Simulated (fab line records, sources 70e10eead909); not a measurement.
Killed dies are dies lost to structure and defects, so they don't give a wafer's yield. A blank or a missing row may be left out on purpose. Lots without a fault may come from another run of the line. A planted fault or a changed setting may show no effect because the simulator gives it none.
Chamber matching | flow nand_harc | NHARC_A_STAIRCASE_DESCUM_186 on rie_diel-06: 4 sister chambers
The step chemistry O2, time 3 s. 14 wafers are shown with their chamber, then 7 later ones without.

WAFERS WITH THEIR CHAMBER
wafer  | chamber | showerhead_plenum_p_Torr (Torr) | drypump_motor_current_A (A) | oes_product_au (a.u.)
L075.1 | 1       | 1.85                            | 6.5                         | 1.015
L075.2 | 0       | 1.85                            | 5.8                         | 0.999
L075.4 | 2       | 1.96                            | 5.8                         | 1.007
L074.1 | 1       | 1.85                            | 6.5                         | 1.001
L074.3 | 0       | 1.85                            | 5.8                         | 0.995
L074.4 | 3       | 1.79                            | 5.5                         | 1.012
L079.3 | 2       | 1.96                            | 5.8                         | 1.000
L079.4 | 3       | 1.79                            | 5.5                         | 1.009
L079.6 | 3       | 1.79                            | 5.6                         | 1.002
L080.4 | 1       | 1.85                            | 6.4                         | 1.004
L080.5 | 1       | 1.85                            | 6.4                         | 0.999
L080.6 | 2       | 1.96                            | 5.8                         | 1.001
L091.3 | 3       | 1.78                            | 5.5                         | 1.003
L091.5 | 1       | 1.84                            | 6.5                         | 0.998

SIGNATURES (means of the wafers above)
reading                  | chamber 0 | chamber 1 | chamber 2 | chamber 3 | scatter within a chamber
showerhead_plenum_p_Torr | 1.8500    | 1.8480    | 1.9600    | 1.7875    | 0.00394
drypump_motor_current_A  | 5.800     | 6.460     | 5.800     | 5.525     | 0.0442
oes_product_au           | 0.99700   | 1.00340   | 1.00267   | 1.00650   | 0.00543
Rule: a wafer's distance from a chamber is the root of the sum, over the readings, of the square of ((its reading less the chamber's mean) divided by the reading's scatter). The wafer belongs to the nearest chamber; if the next one is less than 2 further off, it can't be placed. The scatter: the root of (the sum of the squares of (reading less its chamber's mean) over the shown wafers, divided by (wafers less chambers)).

WAFERS WITHOUT THEIR CHAMBER
wafer  | showerhead_plenum_p_Torr (Torr) | drypump_motor_current_A (A) | oes_product_au (a.u.)
L091.6 | 1.94                            | 5.8                         | 0.994
L093.2 | 1.78                            | 5.5                         | 1.020
L093.4 | 1.83                            | 5.8                         | 1.000
L093.6 | 1.94                            | 5.8                         | 0.993
L095.1 | 1.83                            | 5.8                         | 0.996
L095.2 | 1.84                            | 6.5                         | 0.989
L095.5 | 1.94                            | 5.8                         | 1.001

WHICH CHAMBER EACH WENT THROUGH
wafer  | from the rows above | in truth
L091.6 | 2                   | 2
L093.2 | 3                   | 3
L093.4 | 0                   | 0
L093.6 | 2                   | 2
L095.1 | 0                   | 0
L095.2 | 1                   | 1
L095.5 | 2                   | 2
Placed correctly: 7 of 7. Can't be placed from these rows: 0. Placed wrongly: 0.
